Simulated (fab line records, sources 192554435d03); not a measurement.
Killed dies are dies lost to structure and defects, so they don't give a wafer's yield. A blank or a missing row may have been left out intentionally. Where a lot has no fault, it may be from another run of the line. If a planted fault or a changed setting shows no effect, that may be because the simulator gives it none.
Matching of chambers :: flow n5 finfet :: N5_STI_FIN_REVEAL_CMP_04 on cmp-04: 4 sister chambers
The step polishes, stops on Si3N4, t overpolish 4 s, target thk 131.83 nm. 24 wafers are shown with their chamber, then 12 later ones without.

## WAFERS PAIRED WITH THEIR CHAMBERS
wafer: L074.1
chamber: 3
motor current A (A): 8.0
time to endpoint s (s): 94
overpolish run s (s): 3.984

wafer: L074.4
chamber: 0
motor current A (A): 6.5
time to endpoint s (s): 103
overpolish run s (s): 3.989

wafer: L074.6
chamber: 3
motor current A (A): 8.5
time to endpoint s (s): 96
overpolish run s (s): 4.002

wafer: L077.2
chamber: 3
motor current A (A): 8.8
time to endpoint s (s): 101
overpolish run s (s): 4.000

wafer: L077.4
chamber: 0
motor current A (A): 6.9
time to endpoint s (s): 107
overpolish run s (s): 3.993

wafer: L077.6
chamber: 2
motor current A (A): 8.6
time to endpoint s (s): 110
overpolish run s (s): 4.001

wafer: L080.1
chamber: 1
motor current A (A): 8.7
time to endpoint s (s): 98
overpolish run s (s): 3.994

wafer: L080.3
chamber: 0
motor current A (A): 6.6
time to endpoint s (s): 106
overpolish run s (s): 4.004

wafer: L080.5
chamber: 3
motor current A (A): 7.9
time to endpoint s (s): 99
overpolish run s (s): 4.007

wafer: L081.1
chamber: 1
motor current A (A): 8.2
time to endpoint s (s): 103
overpolish run s (s): 4.004

wafer: L081.2
chamber: 0
motor current A (A): 7.1
time to endpoint s (s): 110
overpolish run s (s): 4.007

wafer: L081.4
chamber: 3
motor current A (A): 8.2
time to endpoint s (s): 101
overpolish run s (s): 3.998

wafer: L082.2
chamber: 2
motor current A (A): 8.9
time to endpoint s (s): 108
overpolish run s (s): 3.985

wafer: L082.3
chamber: 3
motor current A (A): 7.9
time to endpoint s (s): 99
overpolish run s (s): 4.000

wafer: L082.4
chamber: 1
motor current A (A): 8.4
time to endpoint s (s): 99
overpolish run s (s): 4.007

wafer: L084.3
chamber: 2
motor current A (A): 8.2
time to endpoint s (s): 111
overpolish run s (s): 4.015

wafer: L084.4
chamber: 3
motor current A (A): 8.4
time to endpoint s (s): 104
overpolish run s (s): 3.988

wafer: L084.6
chamber: 3
motor current A (A): 8.5
time to endpoint s (s): 103
overpolish run s (s): 3.995

wafer: L087.2
chamber: 3
motor current A (A): 8.3
time to endpoint s (s): 98
overpolish run s (s): 4.000

wafer: L087.5
chamber: 3
motor current A (A): 8.4
time to endpoint s (s): 99
overpolish run s (s): 4.006

wafer: L087.6
chamber: 2
motor current A (A): 8.6
time to endpoint s (s): 113
overpolish run s (s): 4.014

wafer: L089.1
chamber: 3
motor current A (A): 8.3
time to endpoint s (s): 94
overpolish run s (s): 3.996

wafer: L089.4
chamber: 0
motor current A (A): 6.8
time to endpoint s (s): 105
overpolish run s (s): 3.985

wafer: L089.6
chamber: 2
motor current A (A): 8.4
time to endpoint s (s): 103
overpolish run s (s): 3.997

SIGNATURES, as means of the wafers listed above
reading: motor current A
chamber 0: 6.780
chamber 1: 8.433
chamber 2: 8.540
chamber 3: 8.291
scatter within a chamber: 0.264

reading: time to endpoint s
chamber 0: 106.20
chamber 1: 100.00
chamber 2: 109.00
chamber 3: 98.91
scatter within a chamber: 3.22

reading: overpolish run s
chamber 0: 3.99560
chamber 1: 4.00167
chamber 2: 4.00240
chamber 3: 3.99782
scatter within a chamber: 0.00885
Rule: a wafer's distance from a chamber is the root of the sum, over the readings, of the square of ((its reading less the chamber's mean) divided by the reading's scatter). If the next closest chamber is less than 2 further off than the closest, the wafer can't be placed; otherwise it belongs to the closest. The scatter: the root of (the sum of the squares of (reading less its chamber's mean) over the shown wafers, divided by (wafers less chambers)).

## WAFERS WITH NO CHAMBER GIVEN
wafer: L090.3
motor current A (A): 8.7
time to endpoint s (s): 95
overpolish run s (s): 4.014

wafer: L090.4
motor current A (A): 8.2
time to endpoint s (s): 103
overpolish run s (s): 3.993

wafer: L090.6
motor current A (A): 8.5
time to endpoint s (s): 102
overpolish run s (s): 3.997

wafer: L094.2
motor current A (A): 8.5
time to endpoint s (s): 93
overpolish run s (s): 3.998

wafer: L094.3
motor current A (A): 8.3
time to endpoint s (s): 102
overpolish run s (s): 3.988

wafer: L094.6
motor current A (A): 8.8
time to endpoint s (s): 94
overpolish run s (s): 4.017

wafer: L095.2
motor current A (A): 8.4
time to endpoint s (s): 94
overpolish run s (s): 3.988

wafer: L095.5
motor current A (A): 8.9
time to endpoint s (s): 89
overpolish run s (s): 4.006

wafer: L095.6
motor current A (A): 8.1
time to endpoint s (s): 102
overpolish run s (s): 4.026

wafer: L096.4
motor current A (A): 8.3
time to endpoint s (s): 100
overpolish run s (s): 4.015

wafer: L096.5
motor current A (A): 9.2
time to endpoint s (s): 95
overpolish run s (s): 3.999

wafer: L096.6
motor current A (A): 7.9
time to endpoint s (s): 100
overpolish run s (s): 3.996

## WHICH CHAMBER EACH ONE RAN IN
wafer: L090.3
from the rows above: can't be placed: 1 or 3
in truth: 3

wafer: L090.4
from the rows above: can't be placed: 3 or 1 or 2
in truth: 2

wafer: L090.6
from the rows above: can't be placed: 1 or 3 or 2
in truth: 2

wafer: L094.2
from the rows above: can't be placed: 3 or 1
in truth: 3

wafer: L094.3
from the rows above: can't be placed: 3 or 1 or 2
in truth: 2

wafer: L094.6
from the rows above: can't be placed: 1 or 3
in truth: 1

wafer: L095.2
from the rows above: can't be placed: 3 or 1
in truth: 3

wafer: L095.5
from the rows above: can't be placed: 1 or 3
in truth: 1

wafer: L095.6
from the rows above: can't be placed: 1 or 3 or 2
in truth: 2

wafer: L096.4
from the rows above: can't be placed: 1 or 3 or 2
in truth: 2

wafer: L096.5
from the rows above: can't be placed: 1 or 3 or 2
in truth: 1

wafer: L096.6
from the rows above: can't be placed: 3 or 1
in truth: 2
Correctly placed: 0 of 12. Not placeable from these rows: 12 (in 11, the candidates include the true chamber). 0 placed wrongly.
